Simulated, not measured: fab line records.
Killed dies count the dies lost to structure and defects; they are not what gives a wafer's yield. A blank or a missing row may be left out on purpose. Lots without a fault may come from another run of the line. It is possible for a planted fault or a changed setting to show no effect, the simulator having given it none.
Split-lot study | flow n5Finfet | 39 wafers read across 7 lots, on a route 1938 steps long

THE SPLIT ITSELF
At N5_BEOL_M8_TRENCH_ETCH_37 (etches SiCOH lowk in C4F6/O2, target depth 93.478 nm, time 31.2 s), the setting timeS was moved away from the recipe's 31.2 s on 18 of the 39 wafers read, by -60.0% to +48.5%. For the rest of the wafers, this setting stayed at what the recipe calls for.

FROM THE SPLIT TO THE READING: what the file shows between them, 11 steps
- N5_BEOL_M8_ETCH_41: etches SiCN in CH3F/O2, target depth 31.9 nm, time 57.8 s
- N5_BEOL_M8_STRIP_80: strips in N2/H2, time 10 s
- N5_BEOL_M8_OCD_MEAS_38
- N5_BEOL_M8_HM_STRIP_39: strips TiN in peroxide tin strip, target depth 25 nm, time 158 s
- N5_BEOL_M8_SRD_40: time 30 s
- N5_BEOL_M8_ECD_50: material Cu, target thk 300 nm
- N5_BEOL_M8_ANNEAL_51: time 90 s
- N5_BEOL_M8_CMP_52: polishes, stops on SiCOH lowk, t overpolish 6.9 s, target thk 80 nm
- N5_BEOL_M8_THK_MEAS_53: measures by xrf
- N5_BEOL_M8_PRE_CLEAN_55: time 15 s
- N5_BEOL_M8_DEP_56: deposits SiCN from 3MS/NH3, target thk 10 nm, time 17.5 s

THE READING
M8_RS, in ohm/sq, at N5_BEOL_M8_RS_MEAS_57 (measures by four-point-probe). Fault-free wafers of this fab line usually give 0.283 ohm/sq, standard deviation 0.0091 ohm/sq.

wafer  | tool, chamber at the split | timeS as run, s | against the recipe | M8_RS, ohm/sq | against lot-mates on the recipe
L074.1 | rieDiel-03, 0              | 31.2            | recipe             | 0.300         | -
L074.2 | rieDiel-03, 1              | 31.2            | recipe             | 0.274         | -
L074.3 | rieDiel-03, 2              | 31.2            | recipe             | 0.285         | -
L074.4 | rieDiel-03, 3              | 41.78           | +33.9%             | 0.207         | -0.079
L074.5 | rieDiel-03, 1              | 41.78           | +33.9%             | 0.191         | -0.095
L074.6 | rieDiel-03, 2              | 41.78           | +33.9%             | 0.197         | -0.089
L078.1 | rieDiel-04, 1              | 46.34           | +48.5%             | 0.161         | -0.117
L078.2 | rieDiel-04, 2              | 31.2            | recipe             | 0.281         | -
L078.3 | rieDiel-04, 0              | 31.2            | recipe             | 0.278         | -
L078.4 | rieDiel-04, 3              | 46.34           | +48.5%             | 0.165         | -0.113
L078.5 | rieDiel-04, 0              | 31.2            | recipe             | 0.275         | -
L078.6 | rieDiel-04, 1              | 46.34           | +48.5%             | 0.161         | -0.117
L077.1 | rieDiel-01, 1              | 17.72           | -43.2%             | 0.663         | +0.388
L077.2 | rieDiel-01, 3              | 31.2            | recipe             | 0.277         | -
L077.3 | rieDiel-01, 0              | 31.2            | recipe             | 0.270         | -
L077.4 | rieDiel-01, 2              | 31.2            | recipe             | 0.277         | -
L077.5 | rieDiel-01, 3              | 17.72           | -43.2%             | 0.661         | +0.386
L077.6 | rieDiel-01, 0              | 17.72           | -43.2%             | 0.701         | +0.426
L079.1 | rieDiel-04, 3              | 31.2            | recipe             | 0.282         | -
L079.2 | rieDiel-04, 2              | 31.2            | recipe             | 0.295         | -
L079.5 | rieDiel-04, 3              | 31.2            | recipe             | 0.286         | -
L086.1 | rieDiel-01, 3              | 31.2            | recipe             | 0.277         | -
L086.2 | rieDiel-01, 0              | 31.2            | recipe             | 0.287         | -
L086.3 | rieDiel-01, 2              | 18.33           | -41.3%             | 0.608         | +0.326
L086.4 | rieDiel-01, 1              | 18.33           | -41.3%             | 0.638         | +0.356
L086.5 | rieDiel-01, 1              | 18.33           | -41.3%             | 0.652         | +0.370
L086.6 | rieDiel-01, 2              | 31.2            | recipe             | 0.281         | -
L094.1 | rieDiel-01, 3              | 20.04           | -35.8%             | 0.552         | +0.270
L094.2 | rieDiel-01, 2              | 20.04           | -35.8%             | 0.533         | +0.251
L094.3 | rieDiel-01, 0              | 31.2            | recipe             | 0.283         | -
L094.4 | rieDiel-01, 1              | 31.2            | recipe             | 0.288         | -
L094.5 | rieDiel-01, 1              | 31.2            | recipe             | 0.275         | -
L094.6 | rieDiel-01, 0              | 20.04           | -35.8%             | 0.572         | +0.290
L092.1 | rieDiel-03, 0              | 12.49           | -60.0%             | 1.333         | +1.051
L092.2 | rieDiel-03, 3              | 31.2            | recipe             | 0.288         | -
L092.3 | rieDiel-03, 2              | 12.49           | -60.0%             | 1.157         | +0.875
L092.4 | rieDiel-03, 1              | 31.2            | recipe             | 0.262         | -
L092.5 | rieDiel-03, 0              | 31.2            | recipe             | 0.295         | -
L092.6 | rieDiel-03, 1              | 12.49           | -60.0%             | 1.156         | +0.874

FIT RESULTS
A straight line over all 39 wafers: M8_RS changes by -0.00826 ohm/sq for each +1% of timeS; r = -0.87; the points scatter about the line by 0.14 ohm/sq.
The same after taking each lot's own level away (the mean of its wafers on the recipe; 39 wafers): -0.00828 ohm/sq for each +1%; r = -0.87; scatter 0.14 ohm/sq.
That fit puts the effect of the largest move of timeS on the reading at 0.5 ohm/sq.
Measured against the standard deviation above, the lots' own levels, which go from 0.2747 to 0.2877 ohm/sq, span 1.4 times it.
The two slopes agree, so the slope changes little with the lot-to-lot level.
Check: +0.511 ohm/sq against its lot-mates is what the line predicts for one of the wafers moved furthest among these (-60.0%) when that wafer is left out of the fit. Against them it came out at +1.05 ohm/sq.

THE WHOLE CHAIN: every reading that the file lists as answering this split, in the file's order
step                      | what it does                                                        | reading                                                                         | change (the file's fit)                | r (the file's)
N5_BEOL_M8_TRENCH_ETCH_37 | etches SiCOH lowk in C4F6/O2, target depth 93.478 nm, time 31.2 s   | etch.depthNm (the simulator's own value, which no gauge read)                   | +0.948 nm for each +1% of the setting  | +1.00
N5_BEOL_M8_TRENCH_ETCH_37 | etches SiCOH lowk in C4F6/O2, target depth 93.478 nm, time 31.2 s   | BEOL_M8.featureDepthNm (the simulator's own value, which no gauge read)         | +0.948 nm for each +1% of the setting  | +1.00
N5_BEOL_M8_TRENCH_ETCH_37 | etches SiCOH lowk in C4F6/O2, target depth 93.478 nm, time 31.2 s   | TiN_of_BEOL_M8_HM_DEP_02.thkNm (the simulator's own value, which no gauge read) | -0.0278 nm for each +1% of the setting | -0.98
N5_BEOL_M8_OCD_MEAS_38    |                                                                     | trenchDepthNm                                                                   | +0.951 nm for each +1% of the setting  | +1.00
N5_BEOL_M8_CMP_52         | polishes, stops on SiCOH lowk, t overpolish 6.9 s, target thk 80 nm | Cu_of_BEOL_M8_ECD_50.thkNm (the simulator's own value, which no gauge read)     | +0.96 nm for each +1% of the setting   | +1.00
N5_BEOL_M8_THK_MEAS_53    | measures by xrf                                                     | M8_THK                                                                          | +0.981 for each +1% of the setting     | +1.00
N5_BEOL_M8_RS_MEAS_57     | measures by four-point-probe                                        | M8_RS                                                                           | -0.00888 for each +1% of the setting   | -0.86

THE FILE'S OWN FIT
M8_RS changes by -0.00888 ohm/sq for each +1% of timeS, r = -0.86.
